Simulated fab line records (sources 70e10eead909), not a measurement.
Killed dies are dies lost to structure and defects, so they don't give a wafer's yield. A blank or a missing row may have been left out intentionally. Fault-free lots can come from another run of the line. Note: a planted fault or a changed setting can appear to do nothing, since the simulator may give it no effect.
Which tool did it? :: flow nandHarc :: 6 lots with 18 wafers sampled at 2 steps, on a route of 1302 steps

WHAT EACH GAUGE READ, for each wafer
NHARC_THIN_TSV_THK_MEAS_02: measures by ir.
lot: L962
measured: day 24 03:44
on: filmMetro-02
thkNm (nm): 3472 3429 3002

lot: L965
measured: day 25 01:55
on: filmMetro-01
thkNm (nm): 2785 2655 2994

lot: L970
measured: day 27 17:54
on: filmMetro-02
thkNm (nm): 2885 3066

lot: L976
measured: day 29 20:10
on: filmMetro-02
thkNm (nm): 3035 2976 3068

lot: L979
measured: day 32 02:40
on: filmMetro-01
thkNm (nm): 3049 3235 2807

lot: L982
measured: day 32 19:48
on: filmMetro-02
thkNm (nm): 2937 3106 3146

WHAT TOOL EACH LOT RAN ON (gives the tool, then ch and the chambers of the sampled wafers, and finally the start)
lot: L962
NHARC_P_M0_DEP_00: pecvd-02 ch 1,2, day 6 21:35

lot: L965
NHARC_P_M0_DEP_00: pecvd-02 ch 0,1, day 8 00:03

lot: L970
NHARC_P_M0_DEP_00: pecvd-02 ch 1,2, day 10 10:00

lot: L976
NHARC_P_M0_DEP_00: pecvd-01 ch 0,1, day 12 18:54

lot: L979
NHARC_P_M0_DEP_00: pecvd-02 ch 0,2, day 14 04:20

lot: L982
NHARC_P_M0_DEP_00: pecvd-02 ch 0,1,2, day 15 05:00
- NHARC_P_M0_DEP_00: deposits SiOC, target thk 150 nm.

THE ANSWER, worked out from the rows above alone
Rule: usual is defined by the lots themselves. The widest of any qualifying gaps counts: lots, ordered by their means at a reading, are off when they make up no more than a third of the lots, leave a main group of 4 or more, and stand apart from it by 3 or more times the standard deviation of that group's means. A main group whose means are all the same, to the digits that the tables above print for the reading, isn't used. A lot without any number at a reading at which 4 lots or more have one is off too. All remaining lots with rows at the step are treated as sound.
No lot is off at any reading shown: from this, nothing can be told.

WHAT WAS PUT IN BY THE SIMULATOR
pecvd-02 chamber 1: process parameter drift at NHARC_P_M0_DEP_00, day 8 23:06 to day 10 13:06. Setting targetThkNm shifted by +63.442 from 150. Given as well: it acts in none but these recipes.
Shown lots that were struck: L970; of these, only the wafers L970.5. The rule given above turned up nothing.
